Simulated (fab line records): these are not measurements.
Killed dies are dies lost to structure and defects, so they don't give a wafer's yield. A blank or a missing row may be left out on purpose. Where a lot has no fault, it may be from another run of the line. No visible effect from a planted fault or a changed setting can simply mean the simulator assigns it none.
Struck lot and sound lot, side by side ; flow n5-finfet ; 17 steps out of a route of 1938
Sound: wafers L788.1, L788.2, L788.4. Struck: wafer L805.3 (L805.4, L805.5, from the same lot, were not struck and are left out); the cause is given at the end.
Per side, at each step with rows, come the tool, then ch with its chambers, and then its first start. Under that, the readings that differ: sound wafers ; struck wafers ; difference of the means ; sigmas: that difference in standard deviations of wafers without a fault.
alike: readings with means less than 2 such deviations apart, plus words and numbers identical on both sides. not compared: withheld readings, readings lacking a value on some wafer, bounds such as >300 that could conceal the same value, and numbers that have no deviation in the record and whose values overlap.
A row with sigmas, a row that says differs or no value, or rows on one side alone: a step with any of these is where the two part. Numbers that have no deviation but don't overlap get no sigmas and don't part them. Lack of a reading on every wafer of one side parts them only where that side has two or more wafers.

first, 7 steps without rows for these wafers: N5_BEOL_M6_COAT_60 (time 60 s, resist thk 35 nm); N5_BEOL_M6_COAT_05 (resist thk 90 nm); N5_BEOL_M6_EBR_07; N5_BEOL_M6_SOFTBAKE_06 (time 60 s); N5_BEOL_M6_EXPOSE_08 (exposes mask M6); N5_BEOL_M6_PEB_09 (peb time 60 s); N5_BEOL_M6_DEVELOP_10 (develop time 30 s).
N5_BEOL_M6_CD_MEAS_11: target cd 38.5 nm.
  sound on cd-sem-02 ch 0, day 8 19:28; struck on cd-sem-01 ch 0, day 13 12:13
reading;sound;struck;difference;sigmas
cd-nm (nm);39.1 38.7 39.0;38.1;-0.8;-2
N5_BEOL_M6_OVL_MEAS_12:
  sound on overlay-01 ch 0, day 8 19:29; struck on overlay-01 ch 0, day 13 12:15
  alike: M6_OVL
N5_BEOL_M6_INSPECT_13: inspects for defects (brightfield).
  sound on defect-inspect-02, day 8 19:31; struck on defect-inspect-01, day 13 12:16
  alike: raw-defect-count
N5_BEOL_M6_DESCUM_16: chemistry O2, time 7.9 s.
  sound on rie-diel-02 ch 1,2,3, day 8 20:08; struck on rie-diel-02 ch 0, day 13 12:25
reading;sound;struck;difference;sigmas
rf-hours-counter-h (h);189 42 20;210;+126;
  alike: drypump-motor-current-A, o2-flow-sccm, oes-product-au, rf-fwd-power-W, rf-vpp-V, showerhead-plenum-p-Torr, temp-c, throttle-valve-pct
N5_BEOL_M6_ETCH_61: etches SiARC in CF4, target depth 45.5 nm, time 75.8 s.
  sound on rie-diel-02 ch 1,2,3, day 8 20:10; struck on rie-diel-02 ch 0, day 13 12:27
reading;sound;struck;difference;sigmas
rf-hours-counter-h (h);189 42 20;210;+126;
  alike: drypump-motor-current-A, etch-rf-on-time-s, mfc-ar-sccm, oes-product-au, rf-fwd-power-W, rf-vpp-V, showerhead-plenum-p-Torr, throttle-valve-pct
N5_BEOL_M6_ETCH_62: etches SOC in N2/H2, target depth 110 nm, overetch 22 nm, time 165 s.
  sound on rie-diel-02 ch 1,2,3, day 8 20:13; struck on rie-diel-02 ch 0, day 13 12:30
reading;sound;struck;difference;sigmas
rf-hours-counter-h (h);189 42 20;210;+126;
model.SiARC_of_BEOL_M6_COAT_60.thk-nm (nm);28.4 28.4 28.4;27.4;-1.0;
  alike: drypump-motor-current-A, oes-product-au, rf-fwd-power-W, rf-vpp-V, showerhead-plenum-p-Torr, temp-c, throttle-valve-pct
then, 1 step without rows for these wafers: N5_BEOL_M6_STRIP_68 (strips in N2/H2).
N5_BEOL_M6_STRIP_67: strips in CF4.
  sound on rie-diel-02 ch 1,2,3, day 8 20:22; struck on rie-diel-02 ch 0, day 13 12:39
reading;sound;struck;difference;sigmas
rf-hours-counter-h (h);189 42 20;210;+126;
  alike: drypump-motor-current-A, oes-product-au, rf-vpp-V, showerhead-plenum-p-Torr, throttle-valve-pct
N5_BEOL_M6_HM_OPEN_17: chemistry Cl2/BCl3, target TiN, target depth 20 nm, overetch 6 nm.
  sound on rie-metal-02 ch 0,1, day 8 20:24; struck on rie-metal-03 ch 0, day 13 12:43
reading;sound;struck;difference;sigmas
model.etch.depth-nm (nm);20.15 19.98 20.02;18.66;-1.39;
  alike: drypump-motor-current-A, mfc-ar-sccm, oes-product-au, rf-fwd-power-W, throttle-valve-pct
  not compared: rf-hours-counter-h
N5_BEOL_M6_STRIP_19: strips in O2.
  sound on rie-diel-02 ch 1,2,3, day 8 20:37; struck on rie-diel-06 ch 2, day 13 12:48
reading;sound;struck;difference;sigmas
o2-flow-sccm (sccm);224.3 224.3 224.8;225.9;+1.4;+2
  alike: drypump-motor-current-A, oes-product-au, rf-vpp-V, showerhead-plenum-p-Torr, temp-c, throttle-valve-pct
  not compared: rf-hours-counter-h

## WHERE THEY PART
Earliest at N5_BEOL_M6_CD_MEAS_11; latest, in this record, at N5_BEOL_M6_STRIP_19.

WHY: what the simulator had put in
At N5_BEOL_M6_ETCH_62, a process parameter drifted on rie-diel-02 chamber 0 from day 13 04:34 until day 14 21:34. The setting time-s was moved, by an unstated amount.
